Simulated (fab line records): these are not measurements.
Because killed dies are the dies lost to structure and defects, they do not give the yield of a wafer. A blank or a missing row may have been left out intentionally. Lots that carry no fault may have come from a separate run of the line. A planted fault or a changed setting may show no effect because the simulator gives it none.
What tool caused it?	flow nandHarc	Sampling: 12 lots, 36 wafers, 6 of 1302 route steps

## WHAT THE GAUGES SHOWED, per wafer
NHARC_A_CONTACT_INSPECT_23. Usual: rawDefectCount 510, standard deviation 150.
lot	measured	on	rawDefectCount	flag
L706	day 23 09:40	defectInspect-01	453 435 412	
L708	day 23 16:45	defectInspect-02	511 681 654	
L705	day 23 17:38	defectInspect-02	476 527 523	
L709	day 23 23:13	defectInspect-02	688 677 784	
L710	day 24 21:17	defectInspect-01	889 644 663	
L712	day 25 20:04	defectInspect-01	365 392 382	
L711	day 25 21:55	defectInspect-02	660 448 491	
L715	day 27 07:37	defectInspect-01	387 434 340	
L714	day 27 11:01	defectInspect-02	804 573 833	
L716	day 27 17:56	defectInspect-01	810 769 519	
L720	day 29 17:16	defectInspect-01	427 452 369	
L727	day 32 03:25	defectInspect-02	701 640 721	

NHARC_END_SORT_01. Usual: killedAtArray 54, standard deviation 20; killedAtOther 0.7, standard deviation 0.94; killedAtPeriphery 3.8, standard deviation 2.7; killedDies 59, standard deviation 20; killedOpen 3.5, standard deviation 1.9; killedShort 2.5, standard deviation 1.6.
lot	measured	on	killedAtArray	killedAtOther	killedAtPeriphery	killedDies	killedOpen	killedShort	flag
L715	day 29 11:30	prober-01	40 38 44	1 5 1	10 12 11	51 55 56	4 6 5	2 4 0	
L720	day 31 17:19	prober-01	46 40 37	0 0 1	8 5 5	54 45 43	4 4 1	5 0 2	

## WHAT TOOL EACH LOT RAN ON (gives the tool, then ch and the chambers of the sampled wafers, and finally the start)
lot	NHARC_A_CONTACT_ETCH_136	NHARC_A_CONTACT_ETCH_137	NHARC_A_CONTACT_CVD_19	NHARC_A_CONTACT_CMP_20
L706	harCapEtch-01 ch 0,1, day 23 05:29	harCapEtch-01 ch 0,1, day 23 05:45	cvdW-02 ch 0,1, day 23 08:21	cmp-03 ch 1,2,3, day 23 09:16
L708	harCapEtch-01 ch 0,1, day 23 12:39	harCapEtch-01 ch 0,1, day 23 12:55	cvdW-01 ch 0,1, day 23 15:35	cmp-02 ch 0,2, day 23 16:22
L705	harCapEtch-03 ch 0,1, day 23 13:38	harCapEtch-03 ch 0,1, day 23 13:54	cvdW-02 ch 0,1, day 23 16:29	cmp-03 ch 0,1,2, day 23 17:17
L709	harCapEtch-02 ch 0, day 23 19:11	harCapEtch-02 ch 0, day 23 19:27	cvdW-02 ch 0,1, day 23 21:55	cmp-04 ch 0,2,3, day 23 22:48
L710	harCapEtch-02 ch 0,1, day 24 17:08	harCapEtch-02 ch 0,1, day 24 17:25	cvdW-01 ch 0,1, day 24 19:59	cmp-03 ch 0,1,2, day 24 20:55
L712	harCapEtch-03 ch 0,1, day 25 16:02	harCapEtch-03 ch 0,1, day 25 16:19	cvdW-01 ch 0,1, day 25 18:46	cmp-04 ch 0,1,2, day 25 19:40
L711	harCapEtch-02 ch 0,1, day 25 17:53	harCapEtch-02 ch 0,1, day 25 18:10	cvdW-01 ch 1, day 25 20:45	cmp-04 ch 0,2,3, day 25 21:34
L715	harCapEtch-01 ch 0,1, day 27 02:25	harCapEtch-01 ch 0,1, day 27 02:47	cvdW-01 ch 0,1, day 27 05:27	cmp-03 ch 1,2,3, day 27 07:17
L714	harCapEtch-01 ch 0,1, day 27 06:37	harCapEtch-01 ch 0,1, day 27 06:53	cvdW-01 ch 1, day 27 09:43	cmp-04 ch 1,2,3, day 27 10:38
L716	harCapEtch-01 ch 0,1, day 27 13:53	harCapEtch-01 ch 0,1, day 27 14:10	cvdW-01 ch 0,1, day 27 16:53	cmp-04 ch 0,3, day 27 17:32
L720	harCapEtch-01 ch 0,1, day 29 12:10	harCapEtch-01 ch 0,1, day 29 12:26	cvdW-02 ch 0,1, day 29 15:00	cmp-02 ch 0,2,3, day 29 16:52
L727	harCapEtch-03 ch 0,1, day 31 23:19	harCapEtch-03 ch 0,1, day 31 23:35	cvdW-02 ch 0,1, day 32 02:22	cmp-03 ch 0,1,2, day 32 03:04
- NHARC_A_CONTACT_ETCH_136: etches the open film in C4F8/O2/Ar, time 311 s, target depth 1912 nm.
- NHARC_A_CONTACT_ETCH_137: etches the open film in C4F8/O2/Ar, time 311 s, target depth 1912 nm.
- NHARC_A_CONTACT_CVD_19: deposits W, target thk 300 nm, time 802 s.
- NHARC_A_CONTACT_CMP_20: polishes, t overpolish 30 s, target thk 300 nm.

## WHAT THE TOOLS THEMSELVES READ (means of the sampled wafers that have a number; where no wafer has one, the mark that the record gives instead)
NHARC_A_CONTACT_CVD_19. Usual: heaterPowerW 466 W, standard deviation 63; throttleValvePct 8.2 %, standard deviation 0.31.
lot	tool	heaterPowerW (W)	throttleValvePct (%)	flag
L706	cvdW-02	527	8.4	
L708	cvdW-01	440	8.1	
L705	cvdW-02	482	8.6	
L709	cvdW-02	530	8.2	
L710	cvdW-01	452	8.1	
L712	cvdW-01	434	8.1	
L711	cvdW-01	399	7.6	
L715	cvdW-01	450	8.1	
L714	cvdW-01	405	7.7	
L716	cvdW-01	427	7.9	
L720	cvdW-02	505	8.4	
L727	cvdW-02	498	8.5	

NHARC_A_CONTACT_CMP_20. Usual: motorCurrentA 12.5 A, standard deviation 1.4; overpolishRunS 29.999 s, standard deviation 0.0099; retainingRingPressureFrac 0.999, standard deviation 0.0051; timeToEndpointS 61 s, standard deviation 3.3.
lot	tool	motorCurrentA (A)	overpolishRunS (s)	retainingRingPressureFrac	timeToEndpointS (s)	flag
L706	cmp-03	11.5	29.995	0.995	63	
L708	cmp-02	11.0	30.003	0.990	60	
L705	cmp-03	12.2	30.003	1.003	65	
L709	cmp-04	13.6	29.992	1.000	59	
L710	cmp-03	12.1	30.005	1.002	62	
L712	cmp-04	14.1	29.996	1.004	62	
L711	cmp-04	14.1	29.991	1.003	60	
L715	cmp-03	11.7	29.998	0.999	120	OFF
L714	cmp-04	13.4	30.001	0.997	60	
L716	cmp-04	14.0	30.003	1.001	63	
L720	cmp-02	11.7	30.001	1.002	120	OFF
L727	cmp-03	12.1	29.995	0.998	62	

## THE ANSWER, worked out from the rows above alone
Rule: take the mean of a lot's wafers that have a number; if it is more than 3 standard deviations from the usual mean, the lot is off. A lot without any number at a reading at which 4 lots or more have one is off too. Where the step has rows for the other lots, those lots are counted as sound. After the gauges, taken in route order, come the tools' own readings; for these a lot's mean is taken, as printed above. At the first step where some lot is off, the reading lying furthest off is the one used; lots without a number count as furthest.
Off: L715, L720, at NHARC_A_CONTACT_CMP_20 (timeToEndpointS).
A tool fits if, at that step or a process step before it, it ran every lot that is off, and no sound lot after the first of them. Of those tried, none fits.

## WHAT HAD BEEN PUT IN BY THE SIMULATOR
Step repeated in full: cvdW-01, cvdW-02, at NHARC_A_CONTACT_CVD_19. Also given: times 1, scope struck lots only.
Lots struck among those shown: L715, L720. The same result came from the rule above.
